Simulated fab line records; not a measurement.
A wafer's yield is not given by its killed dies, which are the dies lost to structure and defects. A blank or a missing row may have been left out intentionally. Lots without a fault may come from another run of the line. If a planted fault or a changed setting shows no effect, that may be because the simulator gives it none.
A lot that was struck, set against a sound lot / flow n5 finfet / 15 out of 1938 route steps
Sound: these wafers, L423.1, L423.2, L423.4. Wafers struck: L443.1, L443.3. Last of all comes the cause.
For every step that has rows: the tool of each side, followed by ch and its chambers, followed by its first start. Under that, the readings that differ: sound wafers / struck wafers / difference of the means / sigmas: that difference in standard deviations of wafers without a fault.
alike: readings whose means differ by less than 2 such deviations, and words and numbers that are the same on both sides. not compared: withheld readings, readings that some wafer has no value for, bounds like >300 that may hide the same value, and numbers for which the record gives no deviation and whose values overlap.
A row with sigmas, a row that says differs or no value, or rows on one side alone: a step with any of these is where the two part. When numbers do not overlap yet have no deviation, they are printed without sigmas and do not part them. Lack of a reading on every wafer of one side parts them only where that side has two or more wafers.

first, 3 steps without rows for these wafers: N5_BEOL_M6_EXPOSE_25 (exposes mask V5, target cd 40 nm); N5_BEOL_M6_PEB_26 (peb time 60 s); N5_BEOL_M6_DEVELOP_27 (develop time 30 s).
N5_BEOL_M6_CD_MEAS_28 targets a cd of 40 nm.
  sound on cd sem-02 ch 0, day 8 08:39; struck on cd sem-03 ch 0, day 14 02:19
  alike: cd nm
N5_BEOL_M6_OVL_MEAS_29:
  sound on overlay-01 ch 0, day 8 08:41; struck on overlay-02 ch 0, day 14 02:20
  alike: V5_OVL
N5_BEOL_M6_INSPECT_30: inspects for defects (brightfield).
  struck on defect inspect-01, day 14 02:24; sound on defect inspect-01, day 8 08:44
  alike: raw defect count
N5_BEOL_M6_DESCUM_33: chemistry O2, time 7 s.
  sound on rie diel-05 ch 0,1, day 8 09:14; struck on rie diel-04 ch 1,3, day 14 02:37
reading=throttle valve pct (%); sound=20.87 20.22 20.88; struck=20.15 19.96; difference=-0.60; sigmas=-2
  alike: drypump motor current A, o2 flow sccm, oes product au, rf fwd power W, rf vpp V, showerhead plenum p Torr
  not compared: rf hours counter h
N5_BEOL_M6_ETCH_72: etches underlayer in N2/H2, target depth 6.5 nm, time 5.2 s.
  sound on rie diel-05 ch 0,1, day 8 09:16; struck on rie diel-04 ch 1,3, day 14 02:40
  alike: drypump motor current A, etch rf on time s, oes product au, rf fwd power W, rf vpp V, showerhead plenum p Torr, throttle valve pct
  not compared: rf hours counter h
N5_BEOL_M6_ETCH_65: etches SiARC in CF4, target depth 15.6 nm, time 26 s.
  sound on rie diel-05 ch 0,1, day 8 09:17; struck on rie diel-04 ch 1,3, day 14 02:40
  alike: drypump motor current A, etch rf on time s, oes product au, rf fwd power W, rf vpp V, showerhead plenum p Torr, throttle valve pct
  not compared: rf hours counter h
N5_BEOL_M6_ETCH_66: etches SOC in N2/H2, target depth 80 nm, overetch 16 nm, time 120 s.
  sound on rie diel-05 ch 0,1, day 8 09:19; struck on rie diel-04 ch 1,3, day 14 02:42
  alike: drypump motor current A, oes product au, rf fwd power W, rf vpp V, run length s, showerhead plenum p Torr, throttle valve pct
  not compared: rf hours counter h
then, 2 steps without rows for these wafers: N5_BEOL_M6_STRIP_69 (strips in N2/H2); N5_BEOL_M6_STRIP_73 (strips in N2/H2).
N5_BEOL_M6_VIA_ETCH_34: etches SiCOH lowk in C4F6/O2, target depth 126.3 nm, time 50.9 s.
  sound on rie diel-05 ch 0,1, day 8 09:25; struck on rie diel-04 ch 1,3, day 14 02:48
reading=run length s (s); sound=73.5 73.9 73.2; struck=77.7 78.0; difference=+4.3; sigmas=+10
reading=throttle valve pct (%); sound=21.19 20.65 21.18; struck=20.46 20.64; difference=-0.46; sigmas=-2
reading=model.etch.depth nm (nm); sound=125.7 128.2 126.6; struck=129.1 135.3; difference=+5.4; sigmas=
reading=model.SOC_of_BEOL_M6_COAT_63.thk nm (nm); sound=54 53.8 53.8; struck=53.2 53; difference=-0.8; sigmas=
  alike: drypump motor current A, oes_ar_750_au, oes product au, rf fwd power W, rf vpp V, showerhead plenum p Torr
  not compared: rf hours counter h
then, 2 steps without rows for these wafers: N5_BEOL_M6_STRIP_76 (strips in C4F6/O2); N5_PASSIVATION_PROBE_49.

WHERE THEY PART
Earliest at N5_BEOL_M6_DESCUM_33; latest, in this record, at N5_BEOL_M6_VIA_ETCH_34.

WHY: what the simulator had put in
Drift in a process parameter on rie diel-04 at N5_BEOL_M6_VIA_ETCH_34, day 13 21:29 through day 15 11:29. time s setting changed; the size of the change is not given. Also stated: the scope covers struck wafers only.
